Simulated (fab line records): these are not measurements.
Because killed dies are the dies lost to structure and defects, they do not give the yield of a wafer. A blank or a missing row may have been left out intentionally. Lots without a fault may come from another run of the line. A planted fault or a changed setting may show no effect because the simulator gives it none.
Comparing a struck lot with a sound one | flow n5 finfet | 15 out of 1938 route steps
Sound: wafers L207.1, L207.3, L207.6. Struck: wafer L221.6 (left out: L221.4, L221.5 of the same lot, which were not struck); the cause appears at the end.
At each step with rows: each side's tool, then ch and its chambers, then its first start. Under that, the readings that differ: sound wafers | struck wafers | difference of the means | sigmas: that difference in standard deviations of wafers without a fault.
alike: same words and numbers on both sides, and readings whose means sit less than 2 such deviations apart. not compared: any withheld reading, any reading some wafer has no value for, any bound like >300 that may hide the same value, and any number with overlapping values for which the record gives no deviation.
The two part at a step that has a row with sigmas, a row that says differs or no value, or rows on one side only. Non-overlapping numbers with no deviation appear without sigmas and do not part them. A reading that every wafer of one side lacks parts them only if that side has two wafers or more.

N5_FIN_CUT_PRECLEAN_35: cleans in vHF, time 13.3 s.
  sound on vapor etch-01 ch 0,1, day 2 21:34; struck on vapor etch-01 ch 0, day 6 09:16
  alike: drypump motor current A
N5_FIN_CUT_CUT_ETCH_15: etches Si in HBr/Cl2/O2, target depth 100 nm, bt time 10 s, time 42.4 s.
  sound on rie si-05 ch 1,2, day 2 21:38; struck on rie si-03 ch 2, day 6 09:22
  alike: drypump motor current A, oes product au, throttle valve pct
  not compared: rf hours counter h
N5_FIN_CUT_CUT_ETCH_28: etches Si in HBr/Cl2/O2, target depth 6 nm, time 2.4 s.
  sound on rie si-05 ch 1,2, day 2 21:42; struck on rie si-03 ch 2, day 6 09:25
  alike: drypump motor current A, oes product au, throttle valve pct
  not compared: rf hours counter h
then, 4 steps without rows for these wafers: N5_FIN_CUT_STRIP_22 (strips in N2/H2); N5_FIN_CUT_PRECLEAN_36 (cleans in O3/DIW, time 60 s); N5_FIN_CUT_SRD_32 (time 30 s); N5_FIN_CUT_UV_OZONE_34 (time 120 s).
N5_FIN_CUT_INSPECT_17: inspects for defects (brightfield).
  struck on defect inspect-02, day 6 09:37; sound on defect inspect-02, day 2 21:56
  alike: raw defect count
N5_STI_FIN_REVEAL_ALD_00: deposits SiO2, target thk 1 nm, pulse time 1 s.
  sound on ald sin-03 ch 0,1,2, day 2 22:22; struck on ald sin-01 ch 1, day 6 09:47
  alike: heater power w, precursor pulse height rel
N5_STI_FIN_REVEAL_ALD_14: deposits Si3N4, target thk 3 nm.
  sound on ald sin-03 ch 0,1,2, day 2 22:25; struck on ald sin-01 ch 1, day 6 09:50
  alike: heater power w
then, 2 steps without rows for these wafers: N5_STI_FIN_REVEAL_FCVD_FILL_01 (material SiO2 flowable, target thk 312 nm, time 512.2 s); N5_STI_FIN_REVEAL_DENSIFY_02 (time 1800 s).
N5_STI_FIN_REVEAL_CMP_04: polishes, stops on Si3N4, t overpolish 4 s, target thk 131.83 nm.
  sound on cmp-04 ch 0,1,2, day 3 04:03; struck on cmp-02 ch 0, day 6 15:36
  reading                | sound      | struck | difference | sigmas
  time to endpoint s (s) | 109 98 106 | 219    | +115       | +22
  alike: motor current A, overpolish run s, retaining ring pressure frac
N5_STI_FIN_REVEAL_THK_MEAS_05:
  struck on film metro-01, day 6 15:47; sound on film metro-02, day 3 04:21
  alike: thk nm
-- the record jumps here: 7 days lie between the struck wafers' starts before and after (it left off in module STI_FIN_REVEAL and takes up again in module BEOL_M4, whose first step shown is number 1111 of the route) --
N5_BEOL_M4_RC_MEAS_101:
  sound on prober-01 ch 0, day 8 14:51; struck on prober-01 ch 0, day 14 01:52
  reading   | sound       | struck | difference | sigmas
  VT_N (mV) | 243 242 244 | 251    | +8         | +2
  alike: DIBL_N, DIBL_P, IOFF_N, IOFF_P, ION_N, ION_P, SS_N, SS_P, VT_P

WHERE THEY PART
First at N5_STI_FIN_REVEAL_CMP_04; last, within this record, at N5_BEOL_M4_RC_MEAS_101.

WHY: the cause the simulator had injected
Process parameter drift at N5_STI_FIN_REVEAL_CMP_04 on cmp-02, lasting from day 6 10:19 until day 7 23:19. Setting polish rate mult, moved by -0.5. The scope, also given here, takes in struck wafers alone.
